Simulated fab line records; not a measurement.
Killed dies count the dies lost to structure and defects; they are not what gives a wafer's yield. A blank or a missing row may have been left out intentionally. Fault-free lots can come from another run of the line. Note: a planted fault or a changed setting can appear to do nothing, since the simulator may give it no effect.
Which tool is to blame? -- flow n5_finfet -- at 1 step of a route of 1938, 10 lots with 30 wafers sampled

WHAT THE GAUGES SHOWED, per wafer
N5_ILD0_THK_MEAS_04.
lot,measured,on,thk_nm (nm)
L077,day 4 09:26,film_metro-02,198.0 196.9 197.4
L079,day 4 21:32,film_metro-02,198.2 197.6 197.8
L081,day 5 13:49,film_metro-02,198.9 198.5 199.5
L083,day 6 03:25,film_metro-02,196.7 197.4 195.1
L085,day 6 15:56,film_metro-02,198.1 198.7 199.1
L088,day 7 03:43,film_metro-01,198.0 195.9 198.7
L090,day 7 12:35,film_metro-01,196.5 198.7 196.2
L093,day 8 07:10,film_metro-01,198.2 198.3 197.4
L095,day 8 19:15,film_metro-01,198.1 198.0 196.6
L097,day 9 07:50,film_metro-01,197.5 199.2 196.3

EACH LOT AND THE TOOL THAT RAN IT (in order: tool; ch and the chambers of the sampled wafers; start)
The record shows no process step preceding these readings.

THE ANSWER, worked out from the rows above alone
Rule: the usual values come from the lots themselves. Put in order of their means at a reading, lots are off if they are a third of the lots or fewer, leave a main group of 4 or more, and stand apart from it by a gap of 3 or more times the standard deviation of the main group's means; of several such gaps the widest counts. If all means in a main group match to the digits the tables above print for the reading, that group is not used. Also off: a lot with no number at a reading for which 4 or more lots have one. Any other lot the step has rows for is counted as sound.
Across all readings shown, no lot is off: no conclusion can be drawn from this.

WHAT THE SIMULATOR HAD PUT IN
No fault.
